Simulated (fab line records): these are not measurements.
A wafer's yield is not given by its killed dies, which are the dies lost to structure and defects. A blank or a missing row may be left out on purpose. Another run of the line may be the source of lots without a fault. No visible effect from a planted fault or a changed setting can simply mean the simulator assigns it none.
Struck lot and sound lot, side by side -- flow n5-finfet -- 14 out of 1938 route steps
Sound: these wafers, L150.3, L150.4, L150.6. Struck: wafer L160.5 (left out: L160.4, a lot-mate that was not struck); the cause follows at the end.
At each step with rows: each side's tool, then ch and its chambers, then its first start. Under that, the readings that differ: sound wafers -- struck wafers -- difference of the means -- sigmas: that difference in standard deviations of wafers without a fault.
alike: a reading whose means differ by less than 2 such deviations, as well as words and numbers matching on both sides. not compared: withheld readings; readings where some wafer has no value; bounds like >300 that might hide an equal value; numbers whose values overlap and for which the record gives no deviation.
The two part at a step that has a row with sigmas, a row that says differs or no value, or rows on one side only. Non-overlapping numbers with no deviation appear without sigmas and do not part them. A reading missing from all wafers of one side parts the sides only when that side holds two or more wafers.

N5_BEOL_M9_STRIP_80: strips in N2/H2, time 10 s.
  sound on rie-diel-01 ch 1,2; struck on rie-diel-06 ch 3
reading,sound,struck,difference,sigmas
oes-product-au (a.u.),0.71 0.70 0.69,0.95,+0.25,+4
  alike: drypump-motor-current-A, rf-vpp-V, showerhead-plenum-p-Torr, throttle-valve-pct
  not compared: rf-hours-counter-h
N5_BEOL_M9_OCD_MEAS_38:
  sound: ocd-01 at day 11 13:52; struck: ocd-01 at day 13 08:40
reading,sound,struck,difference,sigmas
trench-depth-nm (nm),149.2 149.3 149.8,153.4,+4.0,+2
then, 4 steps without rows for these wafers: N5_BEOL_M9_HM_STRIP_39 (strips TiN in peroxide tin strip, target depth 25 nm, time 158 s); N5_BEOL_M9_SRD_40 (time 30 s); N5_BEOL_M9_PRECLEAN_42 (cleans in residue remover, time 60 s); N5_BEOL_M9_SRD_43 (time 30 s).
N5_BEOL_M9_CD_MEAS_35: target cd 70 nm, target cd y 40 nm.
  sound: cd-sem-01 at day 11 14:01; struck: cd-sem-03 at day 13 08:50
reading,sound,struck,difference,sigmas
cd-nm (nm),69.7 70.4 70.1,71.1,+1.0,+2
N5_BEOL_M9_CURE_72: cures SiCOH lowk, time 120 s.
  sound on uv-cure-02 ch 2, day 11 14:10; struck on uv-cure-01 ch 0, day 13 09:01
  alike: lamp-power-pct, wafer_temp_C_max
N5_BEOL_M9_DEGAS_44: time 60 s.
  sound: pvd-sputter-02 at day 11 14:26; struck: pvd-sputter-02 at day 13 09:44
  alike: heater-power-w
N5_BEOL_M9_PRE_CLEAN_45: time 30 s.
  sound: pvd-sputter-02 at day 11 14:28; struck: pvd-sputter-02 at day 13 09:47
  alike: heater-power-w
then, 1 step without rows for these wafers: N5_BEOL_M9_ALD_74 (deposits TaN, target thk 2 nm, pulse time 2 s, purge time 3 s).
N5_BEOL_M9_SURFACE_TREAT_79:
  sound: pvd-sputter-01 at day 11 14:49; struck: pvd-sputter-01 at day 13 10:18
  not compared: throttle-valve-pct
N5_BEOL_M9_CVD_78: deposits Co from CCTBA/H2, target thk 2 nm, time 138.9 s.
  sound on cvd-co-02 ch 0,2, day 11 14:53; struck on cvd-co-02 ch 2, day 13 10:25
reading,sound,struck,difference,sigmas
run-length-s (s),161.3 161.5 160.7,203.2,+42.0,+81
then, 1 step without rows for these wafers: N5_BEOL_M9_SPUTTER_48 (material Cu, target thk 12 nm, time 2 s).

WHERE THEY PART
First at N5_BEOL_M9_STRIP_80; last, within this record, at N5_BEOL_M9_CVD_78.

WHY: whatever the simulator had introduced
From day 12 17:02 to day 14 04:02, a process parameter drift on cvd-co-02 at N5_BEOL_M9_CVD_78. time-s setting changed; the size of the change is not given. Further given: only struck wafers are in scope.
